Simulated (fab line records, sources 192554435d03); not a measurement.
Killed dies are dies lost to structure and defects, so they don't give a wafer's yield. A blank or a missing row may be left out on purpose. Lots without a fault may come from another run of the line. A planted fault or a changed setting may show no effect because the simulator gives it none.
fab line records | flow n5_finfet
record lots=4 wafers=12 last_day=16
route steps=1938 shown FIN_SAQP@114 FIN_CUT@154 BEOL_M4@1111 PASSIVATION@1936
lots that met no fault: from a run of the same line without faults
start_h: hours from the record's first day to the start of the lot's first wafer shown | wait_h: hours since the lot's step before | " the same as in the row above | L1.1+2: a row that stands for several wafers | - no value, or no start given | * or withheld: withheld | < > ~ a bound
route shown NAME@n: a module of which the file shows steps, and the number in the route of the first | usual: mean/standard deviation of fault-free wafers | same: alike in all rows | chamber/n: place in a boat | sites: the reading at each site | _std_site: their standard deviation | _edge_site: outer sites' mean less inner sites' | radius_mm: how far each site lies from the wafer's centre | mask NAME#n: copy n | behind: the tool/chamber that last shaped the wafer | hold: why the lot was held/for how many hours/how that ended | device: the transistor (n, p or np) that didn't switch | end of line: the same wafers' tests at the end of the route | a step without rows: its recipe alone | killed: dies lost to structure and defects at the first sort, not the wafer's yield | map: a wafer's dies, x killed, . not, _ none there
set.NAME: the setting as run; set.NAME@STEP: as run at that earlier step | model.NAME: the simulator's own value behind a step, which no gauge read
lots at some steps of the route; a table a step, a row a wafer
services: from which hour (start_h, from the record's first day; less than 0 if before it) a tool's chamber was out of use, for how many hours, and why
## steps
# step N5_FIN_SAQP_DESCUM_21
# recipe chemistry=O2 time_s=7.9 source_power_w=50 bias_power_w=20 pressure_mtorr=20 rf_frequency_hz=2.712e+07 temp_c=40 resist=CAR-ArF o2_flow_sccm=225
# step N5_FIN_SAQP_ETCH_51
# recipe chemistry=CF4 target=SiARC target_depth_a=455 mask_material=CAR-ArF time_s=75.8 ion_energy_ev=80 pressure_mtorr=40 source_w=545 bias_w=36 Ar_flow_sccm=100 cf4_flow_sccm=100 ends=cleared
# step N5_FIN_SAQP_ETCH_52
# recipe chemistry=N2/H2 target=SOC target_depth_a=1000 overetch_a=200 mask_material=SiARC temp_c=40 time_s=150 ion_energy_ev=200 pressure_mtorr=30 source_w=840 bias_w=150 n2_flow_sccm=200 h2_flow_sccm=200 ends=end_point
# step N5_FIN_SAQP_STRIP_53
# recipe chemistry=N2/H2 temp_c=40 n2_flow_sccm=200 h2_flow_sccm=200 rf_frequency_hz=6e+07
# step N5_FIN_SAQP_HM_OPEN_73
# recipe chemistry=CHF3/O2 target=SiO2 stop_on=a-Si target_depth_a=120 over_etch_frac=1.8 mask_material=SOC time_s=16.8 pressure_mtorr=30 source_w=650 bias_w=170 Ar_flow_sccm=200 CHF3_flow_sccm=50 O2_flow_sccm=5 ion_energy_ev=200 ends=end_point
# step N5_FIN_SAQP_STRIP_74
# recipe chemistry=CHF3/O2 resist=SiARC rf_frequency_hz=6e+07
# step N5_FIN_SAQP_MANDREL_ETCH_22
# recipe target_depth_a=600 chemistry=HBr/Cl2 target=a-Si stop_on=SiNx bt_time_s=10 over_etch_frac=0.5 time_s=30 pressure_mtorr=10 icp_w=800 bias_w=75 HBr_flow_sccm=150 Cl2_flow_sccm=80 ends=end_point
# step N5_FIN_SAQP_STRIP_55
# recipe chemistry=N2/H2 power_w=500 temp_c=40 pressure_mtorr=50 rf_frequency_hz=6e+07 overash_fraction=0.3 bias_power_w=28 h2_frac=0.5 n2_flow_sccm=300 h2_flow_sccm=300
# step N5_FIN_SAQP_STRIP_23
# recipe chemistry=SPM time_s=750 temp_c=130 h2so4_h2o2_vol_ratio=4
# step N5_FIN_SAQP_SRD_66
# recipe dry=ipa_marangoni time_s=30 temp_c=23 rinse_liquid=diw
# step N5_FIN_SAQP_RECESS_75
# recipe chemistry=HF/NH3 target=SiO2 target_depth_a=144 afs_cycles=3 temp_c=30 sublimation_temp_c=180 sublimation_time_s=60
# step N5_FIN_SAQP_SPACER1_ALD_24
# recipe material=SiO2 target_thk_a=203 temp_c=300 ald_precursor_family=BDEAS ald_co_reactant=O2-plasma pulse_time_s=1 purge_time_s=2 co_reactant_purge_time_s=2 ald_cycles=218 pressure_torr=2
# usual ald_cycles=218/0 heater_power_w=473/47 precursor_pulse_height_rel=1.002/0.02
# same pulse_time_s=1
# columns lot.wafer tool chamber start_h wait_h ald_cycles heater_power_w precursor_pulse_height_rel model.SiO2_of_FIN_SAQP_SPACER1_ALD_24.thk_nm
L323.3 ald_sin-02 0 66.28 0.1 218 401 1.008 20.2
L323.4 " 3 " " 218 478 1.004 20.4
L323.6 " 3 " " 218 484 0.995 20.4
L327.3 ald_sin-02 0 90.94 0.8 169 413 1.012 15.6
L327.4 " 2 " " 218 490 1.008 20.4
L327.6 " 1 " " 218 461 1.003 20.4
L330.1 ald_sin-02 1 108.40 0.3 218 477 0.978 20.4
L330.3 " 2 " " 169 468 1.007 15.8
L330.6 " 2 " " 218 495 1.012 20.4
L332.1 ald_sin-04 3 119.61 0.3 218 471 0.986 20.2
L332.2 " 2 " " 218 490 1.003 20.4
L332.5 " 2 " " 218 493 1.012 20.4
# step N5_FIN_SAQP_SPACER1_ETCHBACK_25
# recipe chemistry=CHF3/O2 mode=anisotropic_etchback target=SiO2 target_depth_a=244 time_s=12.2 pressure_mtorr=30 source_w=650 bias_w=170 Ar_flow_sccm=200 CHF3_flow_sccm=50 O2_flow_sccm=5 ion_energy_ev=200
# step N5_FIN_SAQP_MANDREL1_REMOVE_56
# recipe chemistry=HBr/Cl2/O2 bt_time_s=10 target=a-Si stop_on=SiNx endpoint=OES-SiCl over_etch_frac=1 icp_w=600 bias_w=22 HBr_flow_sccm=150 Cl2_flow_sccm=80 O2_flow_sccm=5 pressure_mtorr=10
# usual drypump_motor_current_A=5.7/0.4 oes_product_au=0.993/0.0093 throttle_valve_pct=36.6/0.49
# columns lot.wafer tool chamber start_h wait_h drypump_motor_current_A oes_product_au rf_hours_counter_h throttle_valve_pct model.FIN_SAQP.cd_nm
L323.3 rie_si-01 3 67.24 0.1 5.3 0.983 60 36.8 20.2
L323.4 " 2 " " 5.3 0.991 - 35.9 20.4
L323.6 " 3 " " 5.3 0.990 - 36.8 20.4
L327.3 rie_si-04 1 91.74 0.1 5.5 0.988 108 36.7 15.8
L327.4 " 0 " " 5.6 0.981 125 37.0 20.4
L327.6 " 3 " " 5.6 0.991 - 37.1 20.4
L330.1 rie_si-01 0 109.21 0.1 6.0 0.973 37 36.7 20.6
L330.3 " 3 " " 5.3 0.991 60 36.8 15.8
L330.6 " 3 " " 5.3 0.992 - 36.8 20.2
L332.1 rie_si-01 2 120.42 0.1 5.4 0.984 91 35.9 20.4
L332.2 " 1 " " 6.3 0.998 2 36.1 20.6
L332.5 " 0 " " 6.1 0.983 - 36.7 20.4
# step N5_FIN_SAQP_CD_MEAS_27
# recipe target_cd_nm=20 landing_energy_ev=1000 detector=se_inlens polarity=line
# usual cd_nm=20.38/0.25
# columns lot.wafer tool chamber start_h wait_h cd_nm
L323.3 cd_sem-01 0 67.36 0.1 20.67
L323.4 " 0 " " 20.31
L323.6 " 0 " " 20.36
L327.3 cd_sem-02 0 91.86 0.1 15.98
L327.4 " 0 " " 20.74
L327.6 " 0 " " 20.11
L330.1 cd_sem-02 0 109.32 0.1 20.46
L330.3 " 0 " " 15.84
L330.6 " 0 " " 20.31
L332.1 cd_sem-01 0 120.53 0.1 20.52
L332.2 " 0 " " 20.70
L332.5 " 0 " " 20.97
# step N5_FIN_SAQP_ETCH_57
# recipe chemistry=CH3F/O2 target=SiNx mask_material=SiO2 target_depth_a=325 time_s=46.4 pressure_mtorr=30 source_w=395 bias_w=73 Ar_flow_sccm=150 CH3F_flow_sccm=30 O2_flow_sccm=20 ion_energy_ev=120 ends=cleared
# step N5_FIN_SAQP_ETCH_65
# recipe chemistry=CF4 target=SiO2 target_depth_a=40 ion_energy_ev=350 time_s=4.4 pressure_mtorr=10 icp_w=800 bias_w=400 cf4_flow_sccm=80
# step N5_FIN_SAQP_MANDREL_ETCH_58
# recipe chemistry=HBr/Cl2 target=a-Si target_depth_a=450 bt_time_s=10 stop_on=SiNx mask_material=SiO2 over_etch_frac=0.8 time_s=27 pressure_mtorr=10 icp_w=800 bias_w=75 HBr_flow_sccm=150 Cl2_flow_sccm=80 ends=end_point
# step N5_FIN_SAQP_RECESS_63
# recipe chemistry=HF/NH3 target=SiO2 target_depth_a=180 afs_cycles=3 temp_c=30 sublimation_temp_c=180 sublimation_time_s=60
# step N5_FIN_SAQP_COAT_68
# recipe resist=SOC temp_c=250 time_s=60 spin_rpm=1500 resist_thk_nm=100
# step N5_FIN_SAQP_ETCH_69
# recipe chemistry=N2/H2 target=SOC target_depth_a=1500 stop_on=SiNx ion_energy_ev=100 bias_w=61 pressure_mtorr=30 source_w=850 n2_flow_sccm=200 h2_flow_sccm=200
# step N5_FIN_SAQP_ETCH_67
# recipe chemistry=CH3F/O2 target=SiNx target_depth_a=300 mask_material=SOC pressure_mtorr=30 source_w=395 bias_w=73 Ar_flow_sccm=150 CH3F_flow_sccm=30 O2_flow_sccm=20 ion_energy_ev=120
# step N5_FIN_SAQP_STRIP_70
# recipe chemistry=N2/H2 power_w=500 temp_c=40 pressure_mtorr=50 rf_frequency_hz=6e+07 overash_fraction=0.3 bias_power_w=28 h2_frac=0.5 n2_flow_sccm=300 h2_flow_sccm=300
# step N5_FIN_SAQP_RECESS_71
# recipe chemistry=HF/NH3 target=SiO2 target_depth_a=30 afs_cycles=1 temp_c=30 sublimation_temp_c=180 sublimation_time_s=60
# step N5_FIN_SAQP_SPACER2_ALD_28
# recipe material=SiO2 target_thk_a=81 temp_c=300 ald_precursor_family=BDEAS ald_co_reactant=O2-plasma pulse_time_s=1 purge_time_s=2 co_reactant_purge_time_s=2 pressure_torr=2
# step N5_FIN_SAQP_SPACER2_ETCHBACK_29
# recipe chemistry=CHF3/O2 mode=anisotropic_etchback target=SiO2 target_depth_a=122 time_s=6.1 pressure_mtorr=30 source_w=650 bias_w=170 Ar_flow_sccm=200 CHF3_flow_sccm=50 O2_flow_sccm=5 ion_energy_ev=200
# step N5_FIN_SAQP_MANDREL2_REMOVE_60
# recipe chemistry=HBr/Cl2/O2 bt_time_s=10 target=a-Si stop_on=SiNx endpoint=OES-SiCl over_etch_frac=1 icp_w=600 bias_w=22 HBr_flow_sccm=150 Cl2_flow_sccm=80 O2_flow_sccm=5 pressure_mtorr=10
# step N5_FIN_SAQP_HM_OPEN_33
# recipe chemistry=CH3F/O2 target=SiNx mask_material=SiO2 target_depth_a=494 time_s=70.6 pressure_mtorr=30 source_w=395 bias_w=73 Ar_flow_sccm=150 CH3F_flow_sccm=30 O2_flow_sccm=20 ion_energy_ev=120 ends=cleared
# step N5_FIN_SAQP_ETCH_34
# recipe chemistry=C4F6/O2 target=SiO2 target_depth_a=450 time_s=15 ion_energy_ev=250 pressure_mtorr=30 source_w=345 bias_w=185 Ar_flow_sccm=300 C4F6_flow_sccm=10 O2_flow_sccm=10 ends=cleared
# step N5_FIN_SAQP_STRIP_77
# recipe chemistry=N2/H2 time_s=90 power_w=100 temp_c=40 pressure_mtorr=100 rf_frequency_hz=6e+07 bias_power_w=3 n2_flow_sccm=300 h2_flow_sccm=300
# step N5_FIN_SAQP_ETCH_64
# recipe chemistry=CF4 target=SiO2 target_depth_a=15 ion_energy_ev=350 pressure_mtorr=10 icp_w=800 bias_w=400 cf4_flow_sccm=80
# step N5_FIN_SAQP_FIN_ETCH_36
# recipe chemistry=HBr/Cl2/O2 target_depth_a=1200 mask_material=SiNx time_s=50.4 bias_w=102 pressure_mtorr=10 icp_w=800 HBr_flow_sccm=150 Cl2_flow_sccm=80 O2_flow_sccm=12
# step N5_FIN_SAQP_PRECLEAN_38
# recipe chemistry=O3/DIW time_s=45 temp_c=22 o3_ppm=10
# step N5_FIN_SAQP_PRECLEAN_45
# recipe chemistry=dHF time_s=10 dilution=500:1 temp_c=25
# step N5_FIN_SAQP_SRD_39
# recipe dry=ipa_marangoni time_s=30 temp_c=23 rinse_liquid=diw
# step N5_FIN_CUT_COAT_18
# recipe resist=SOC temp_c=250 time_s=60 spin_rpm=1500 resist_thk_nm=230
# step N5_BEOL_M4_RC_MEAS_101
# usual DIBL_N=36.0/2.5 DIBL_P=36.7/3 IOFF_N=0.16/0.043 IOFF_P=0.21/0.049 ION_N=673/15 ION_P=461/9.8 SS_N=71.5/0.83 SS_P=73.4/0.83 VT_N=250/4 VT_P=-251/4
# columns lot.wafer tool chamber start_h wait_h DIBL_N[mV/V] DIBL_P[mV/V] IOFF_N[nA/um] IOFF_P[nA/um] ION_N[uA/um] ION_P[uA/um] SS_N[mV/dec] SS_P[mV/dec] VT_N[mV] VT_P[mV]
L323.3 prober-02 0 212.98 0.3 38.1 41.8 0.25 0.28 696 470 74.1 74.6 245 -246
L323.4 " 0 " " 32.8 36.9 0.14 0.20 666 459 70.9 73.6 249 -249
L323.6 " 0 " " 32.6 35.3 0.13 0.17 658 446 71.2 72.8 252 -254
L327.4 prober-02 0 242.49 0.5 39.4 39.3 0.20 0.24 678 457 72.8 74.5 248 -252
L327.6 " 0 " " 39.2 40.1 0.22 0.27 691 482 72.9 74.1 247 -249
L330.1 prober-01 0 243.35 0.0 35.8 35.2 0.14 0.22 662 460 71.2 72.4 251 -250
L330.6 " 0 " " 38.0 38.2 0.19 0.26 680 469 71.3 73.8 247 -247
L332.1 prober-01 0 269.88 0.0 35.1 36.4 0.14 0.18 666 458 71.5 73.6 252 -252
L332.2 " 0 " " 33.6 34.6 0.12 0.17 653 452 71.8 72.7 254 -254
L332.5 " 0 " " 38.4 38.7 0.19 0.22 679 461 72.4 74.0 246 -251
# step N5_PASSIVATION_PROBE_49
# usual defect_limited_yield=91.1/1.5 killed_at_M0_to_M3=37/11 killed_at_M4_up=13/5.6 killed_at_contacts=12/5.6 killed_at_front_end=39/11 killed_at_other=4/3.1 killed_dies=105/18 killed_on_rim=14/3.8 killed_open=69/13 killed_short=35/7.4 sort_bin_5_function=5.1/0.92 sort_bin_6_memory=3.4/0.76 sort_n_pass=1075/18 sort_yield_pct=91.1/1.5
# same gross_dies=1180 killed_at_back_side=0 sort_bin_4_leakage[%]=0 sort_bin_8_speed[%]=0
# columns lot.wafer tool chamber start_h wait_h defect_limited_yield[%] killed_at_M0_to_M3 killed_at_M4_up killed_at_contacts killed_at_front_end killed_at_other killed_dies killed_on_rim killed_open killed_short sort_bin_5_function[%] sort_bin_6_memory[%] sort_n_pass sort_yield_pct[%]
L323.3 prober-02 - 310.39 0.1 90.3 29 9 7 66 4 115 13 78 36 5.5 3.8 1065 90.3
L323.4 prober-02 - 310.44 0.2 90.2 30 17 14 55 0 116 12 79 34 5.0 4.1 1064 90.2
L323.6 prober-02 - 310.54 0.3 90.4 23 20 13 54 3 113 16 77 33 5.8 3.5 1067 90.4
L327.3 prober-02 - 349.26 0.1 0.1 46 16 32 1084 1 1179 152 90 39 95.9 3.8 1 0.1
L327.4 prober-02 - 349.31 0.2 89.8 70 12 5 27 6 120 19 75 45 5.4 4.4 1060 89.8
L327.6 prober-02 - 349.41 0.3 91.9 45 10 7 30 3 95 10 62 33 4.4 3.2 1085 91.9
L330.1 prober-01 - 381.22 0.0 90.8 26 13 20 42 8 109 12 71 36 5.5 3.1 1071 90.8
L330.3 prober-01 - 381.32 0.1 0.3 52 13 10 1101 0 1176 152 67 32 95.9 3.3 4 0.3
L330.6 prober-01 - 381.47 0.3 92.9 35 17 8 18 6 84 15 53 30 4.3 2.6 1096 92.9
# killed by level:class
L323.3 STI_FIN_REVEAL:geometric_particle:open=18 FIN_SAQP:geometric_particle:short=13 FIN_SAQP:geometric_particle:open=12 BEOL_M3:geometric_particle:open=9 MOL_CONTACT_COAG:geometric_particle:open=7 BEOL_M0_SAQP:geometric_particle:short=6 STARTING-WAFER:geometric_particle:open=6 DUMMY_GATE:geometric_particle:open=5
L323.4 MOL_CONTACT_COAG:geometric_particle:open=14 STI_FIN_REVEAL:geometric_particle:open=10 BEOL_M3:geometric_particle:open=10 BEOL_M4:geometric_particle:open=10 FIN_SAQP:geometric_particle:open=7 FIN_SAQP:geometric_particle:short=7 BEOL_M0_SAQP:geometric_particle:short=6 GATE_CUT:geometric_particle:short=5
L323.6 BEOL_M4:geometric_particle:open=14 MOL_CONTACT_COAG:geometric_particle:open=10 FIN_SAQP:geometric_particle:open=9 STI_FIN_REVEAL:geometric_particle:open=8 FIN_SAQP:geometric_particle:short=7 ILD0:geometric_particle:open=6 ILD0:geometric_particle:short=6 BEOL_M3:geometric_particle:open=6
L327.3 FIN_SAQP:area_ald=1050 MOL_CONTACT_COAG:geometric_particle:open=26 FIN_SAQP:geometric_particle:open=15 BEOL_M0_SAQP:geometric_particle:short=12 BEOL_M0_SAQP:geometric_particle:open=10 BEOL_M3:geometric_particle:open=9 BEOL_M4:geometric_particle:open=9 FIN_SAQP:geometric_particle:short=7
L327.4 BEOL_M0_SAQP:geometric_particle:open=20 BEOL_M0_SAQP:geometric_particle:short=19 BEOL_M1:geometric_particle:open=11 BEOL_M3:geometric_particle:open=11 FIN_SAQP:geometric_particle:short=5 GATE_CUT:geometric_particle:short=5 BEOL_M2:geometric_particle:open=5 DUMMY_GATE:geometric_particle:open=4
L327.6 BEOL_M0_SAQP:geometric_particle:open=12 BEOL_M0_SAQP:geometric_particle:short=12 BEOL_M1:geometric_particle:open=11 FIN_SAQP:geometric_particle:open=7 BEOL_M4:geometric_particle:open=7 FIN_SAQP:geometric_particle:short=5 MOL_CONTACT_COAG:geometric_particle:open=5 GATE_CUT:geometric_particle:open=4
L330.1 MOL_CONTACT_COAG:geometric_particle:open=14 STI_FIN_REVEAL:geometric_particle:open=11 BEOL_M5:geometric_particle:open=8 STARTING-WAFER:geometric_particle:open=7 BEOL_M0_SAQP:geometric_particle:open=6 MOL_CONTACT_COAG:geometric_particle:short=6 FIN_SAQP:geometric_particle:short=5 BEOL_M0_SAQP:geometric_particle:short=5
L330.3 FIN_SAQP:area_ald=1076 BEOL_M0_SAQP:geometric_particle:short=14 BEOL_M0_SAQP:geometric_particle:open=13 BEOL_M2:geometric_particle:open=12 MOL_CONTACT_COAG:geometric_particle:open=8 BEOL_M1:geometric_particle:open=5 BEOL_M5:geometric_particle:open=4 FIN_SAQP:geometric_particle:open=3
L330.6 BEOL_M0_SAQP:geometric_particle:short=11 BEOL_M0_SAQP:geometric_particle:open=8 MOL_CONTACT_COAG:geometric_particle:open=7 BEOL_M5:geometric_particle:open=6 BEOL_M1:geometric_particle:open=4 BEOL_M3:geometric_particle:open=4 BEOL_M4:geometric_particle:open=4 FIN_SAQP:geometric_particle:short=3
# map L327.3 (x killed, . not)
_________________xxxxxxxxxxxx________________
______________xxxxxxxxxxxxxxxxxx_____________
___________xxxxxxxxxxxxxxxxxxxxxxxx__________
__________xxxxxxxxxxxxxxxxxxxxxxxxxx_________
________xxxxxxxxxxxxxxxxxxxxxxxxxxxxxx_______
_______xxxxxxxxxxxxxxxxxxxxxxxxxxxxxxxx______
______xxxxxxxxxxxxxxxxxxxxxxxxxxxxxxxxxx_____
_____xxxxxxxxxxxxxxxxxxxxxxxxxxxxxxxxxxxx____
____xxxxxxxxxxxxxxxxxxxxxxxxxxxxxxxxxxxxxx___
___xxxxxxxxxxxxxxxxxxxxxxxxxxxxxxxxxxxxxxxx__
___xxxxxxxxxxxxx.xxxxxxxxxxxxxxxxxxxxxxxxxx__
__xxxxxxxxxxxxxxxxxxxxxxxxxxxxxxxxxxxxxxxxxx_
__xxxxxxxxxxxxxxxxxxxxxxxxxxxxxxxxxxxxxxxxxx_
_xxxxxxxxxxxxxxxxxxxxxxxxxxxxxxxxxxxxxxxxxxxx
_xxxxxxxxxxxxxxxxxxxxxxxxxxxxxxxxxxxxxxxxxxxx
_xxxxxxxxxxxxxxxxxxxxxxxxxxxxxxxxxxxxxxxxxxxx
_xxxxxxxxxxxxxxxxxxxxxxxxxxxxxxxxxxxxxxxxxxxx
_xxxxxxxxxxxxxxxxxxxxxxxxxxxxxxxxxxxxxxxxxxxx
_xxxxxxxxxxxxxxxxxxxxxxxxxxxxxxxxxxxxxxxxxxxx
_xxxxxxxxxxxxxxxxxxxxxxxxxxxxxxxxxxxxxxxxxxxx
_xxxxxxxxxxxxxxxxxxxxxxxxxxxxxxxxxxxxxxxxxxxx
__xxxxxxxxxxxxxxxxxxxxxxxxxxxxxxxxxxxxxxxxxx_
__xxxxxxxxxxxxxxxxxxxxxxxxxxxxxxxxxxxxxxxxxx_
___xxxxxxxxxxxxxxxxxxxxxxxxxxxxxxxxxxxxxxxx__
___xxxxxxxxxxxxxxxxxxxxxxxxxxxxxxxxxxxxxxxx__
____xxxxxxxxxxxxxxxxxxxxxxxxxxxxxxxxxxxxxx___
_____xxxxxxxxxxxxxxxxxxxxxxxxxxxxxxxxxxxx____
______xxxxxxxxxxxxxxxxxxxxxxxxxxxxxxxxxx_____
_______xxxxxxxxxxxxxxxxxxxxxxxxxxxxxxxx______
________xxxxxxxxxxxxxxxxxxxxxxxxxxxxxx_______
__________xxxxxxxxxxxxxxxxxxxxxxxxxx_________
___________xxxxxxxxxxxxxxxxxxxxxxxx__________
______________xxxxxxxxxxxxxxxxxx_____________
_________________xxxxxxxxxxxx________________
# map L330.3 (x killed, . not)
_________________xxxxxxxxxxxx________________
______________xxxxxxxxxxxxxxxxxx_____________
___________xxxxxxxxxxxxxxxxxxxxxxxx__________
__________xxxxxxxxxxxxxxxxxxxxxxxxxx_________
________xxxxxxxxxxxxxxxxxxxxxxxxxxxxxx_______
_______xxxxxxxxxxxxxxxxxxxxxxxxxxxxxxxx______
______xxxxxxxxxxxxxxxxxxxxxxxxxxxxxxxxxx_____
_____xxxxxxxxxxxxxxxxxxxxxxxxxxxxxxxxxxxx____
____xxxxxxxxxxxxxxxxxxxxxxxxxxxxxxxxxxxxxx___
___xxxxxxxxxxxxxxxxxxxxxxxxxxxxxxxxxxxxxxxx__
___xxxxxxxxxxxxxxxxxxxxxxxxxxxxxxxxxxxxxxxx__
__xxxxxxxxxxxxxxxxxxxxxxxxxxxxxxxxxxxxxxxxxx_
__xxxxxxxxxxxxxxxxxxxxxxxxxxxxxxxxxxxxxxxxxx_
_xxxxxxxxxxxxxxxxxxxxxxxxxxxxxxxxxxxxxxxxxxxx
_xxxxxxxxxxxxxxxxxxxxxxxxx.xx.xxxxxxxxxxxxxxx
_xxxxxxxxxxxxxxxxxxxxxxxxxxxxxxxxxxxxxxxxxxxx
_xxxxxxxxxxxxxxxxxxxxxx.xxxxxxxxxxxxxxxxxxxxx
_xxxxxxxxxxxxxxxxxxxxxxxxxxxxxxxxxxxxxxxxxxxx
_xxxxxxxxxxxxxxxxxxxxxxx.xxxxxxxxxxxxxxxxxxxx
_xxxxxxxxxxxxxxxxxxxxxxxxxxxxxxxxxxxxxxxxxxxx
_xxxxxxxxxxxxxxxxxxxxxxxxxxxxxxxxxxxxxxxxxxxx
__xxxxxxxxxxxxxxxxxxxxxxxxxxxxxxxxxxxxxxxxxx_
__xxxxxxxxxxxxxxxxxxxxxxxxxxxxxxxxxxxxxxxxxx_
___xxxxxxxxxxxxxxxxxxxxxxxxxxxxxxxxxxxxxxxx__
___xxxxxxxxxxxxxxxxxxxxxxxxxxxxxxxxxxxxxxxx__
____xxxxxxxxxxxxxxxxxxxxxxxxxxxxxxxxxxxxxx___
_____xxxxxxxxxxxxxxxxxxxxxxxxxxxxxxxxxxxx____
______xxxxxxxxxxxxxxxxxxxxxxxxxxxxxxxxxx_____
_______xxxxxxxxxxxxxxxxxxxxxxxxxxxxxxxx______
________xxxxxxxxxxxxxxxxxxxxxxxxxxxxxx_______
__________xxxxxxxxxxxxxxxxxxxxxxxxxx_________
___________xxxxxxxxxxxxxxxxxxxxxxxx__________
______________xxxxxxxxxxxxxxxxxx_____________
_________________xxxxxxxxxxxx________________
## services
# columns tool chamber start_h hours kind
rie_si-01 1 56.45 16.6 repair
rie_si-04 - 86.87 0.8 repair
## key
first_sign step=N5_FIN_SAQP_SPACER1_ALD_24 reading=ald_cycles direction=down sigmas=99+ usual=* struck=*
effect step=N5_FIN_SAQP_CD_MEAS_27 reading=cd_nm direction=down sigmas=18 usual=20.38 struck=15.91
effect step=N5_PASSIVATION_PROBE_49 reading=sort_bin_5_function direction=up sigmas=99 usual=5.1 struck=95.9
model_effect step=N5_FIN_SAQP_SPACER1_ALD_24 value=SiO2_of_FIN_SAQP_SPACER1_ALD_24.thk_nm without=20.3 struck=15.7
model_effect step=N5_FIN_SAQP_MANDREL1_REMOVE_56 value=FIN_SAQP.cd_nm without=20.4 struck=15.8
more_kills_born_at N5_FIN_SAQP_SPACER1_ALD_24@ald_sin-02=2126
met_at N5_FIN_SAQP_SPACER1_ALD_24
struck_wafers L327.3,L330.3
later_rows_left_out L327.3,L330.3
onset_between 66.28 90.94
fault kind=process_parameter_drift tool=ald_sin-02 chamber=- onset_h=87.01 steps=N5_FIN_SAQP_SPACER1_ALD_24 channel=ald_cycles offset=* shape=step end_h=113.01 scope=struck_wafers_only acts_in=* stated=*
# later_rows_left_out: the simulator's readings of these wafers behind a module that went badly wrong aren't trusted and aren't shown, but for the sort
